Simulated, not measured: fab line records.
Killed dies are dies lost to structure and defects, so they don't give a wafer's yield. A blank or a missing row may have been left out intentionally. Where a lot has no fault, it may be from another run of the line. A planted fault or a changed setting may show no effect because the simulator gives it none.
One fault seen from 2 desks | flow n5 finfet | what lay behind the numbers comes last; until then each desk has only its own
Where a reading is given only as a bound, like >300, the bound stands for it, and a mean or a difference that rests on one is marked > or <: the true number lies beyond.

## TOOL OWNER'S DESK, ald sin-04
The tool's own readings at N5_SPACER0_ALD_00 (deposits SiOCN, target thk 3.5 nm, pulse time 3 s, purge time 2 s): means of the sampled wafers that have a number, for each lot that ran on this tool. Marked OUT: a lot whose mean sits more than 4 standard deviations from the usual mean, which makes it out of limits; the brackets give that distance.
Columns: A = heater power w at N5_SPACER0_ALD_00, usual 825 W; B = precursor pulse height rel at N5_SPACER0_ALD_00, usual 1.000
lot  | first seen here | A   | B
L645 | day 3 11:32     | 751 | 0.985
L654 | day 5 13:44     | 781 | 1.012
L655 | day 5 20:35     | 799 | 1.013
L659 | day 6 18:29     | 765 | 0.991
This desk's verdict: no lot among the 4 shows anything out of limits.

## THE DEFECT DESK
Inspection counts along the route, by lot: the mean over sampled wafers that carry a number. Marked OUT: a lot whose mean sits more than 4 standard deviations from the usual mean, which makes it out of limits; the brackets give that distance.
Columns: A = raw defect count at N5_SPACER0_INSPECT_04, usual 134; B = raw defect count at N5_SD_EPI_N_INSPECT_11, usual 2.1; C = raw defect count at N5_SD_EPI_N_INSPECT_26, usual 199
lot  | first seen here | A              | B                      | C
L645 | day 3 11:58     | 148            | 1.0                    | 199
L650 | day 4 12:28     | 131            | 2.0                    | 198
L654 | day 5 14:09     | 147            | 3.3                    | 233
L655 | day 5 21:00     | 135            | 2.0                    | 198
L659 | day 6 18:55     | 1022 (+31) OUT | >201 (+99 or more) OUT | 1097 (+27) OUT
L663 | day 7 18:07     | 158            | 2.3                    | 220
L665 | day 8 06:17     | 167            | 1.3                    | 232
L666 | day 8 13:32     | 115            | 2.0                    | 187
L667 | day 8 18:07     | 130            | 2.0                    | 193
Finding of this desk: L659 out of limits; the first was L659 at day 6 18:55, on raw defect count at N5_SPACER0_INSPECT_04. L645, L650, L654, L655, L663, L665, L666, L667 stayed within limits.

## BROUGHT TOGETHER
The defect desk could have raised an alarm at day 6 18:55, on L659.
The desk of the tool owner found nothing out of limits.
Tool owner's desk: L659 on record, inside its limits.
All the named lots went through N5_SPACER0_ALD_00 on ald sin-04.

## WHAT THE SIMULATOR PUT IN
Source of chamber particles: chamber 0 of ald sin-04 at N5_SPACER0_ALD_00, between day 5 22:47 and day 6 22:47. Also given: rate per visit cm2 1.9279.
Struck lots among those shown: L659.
Hours from the fault's start to each desk's first reading out of limits: the defect desk, 20.
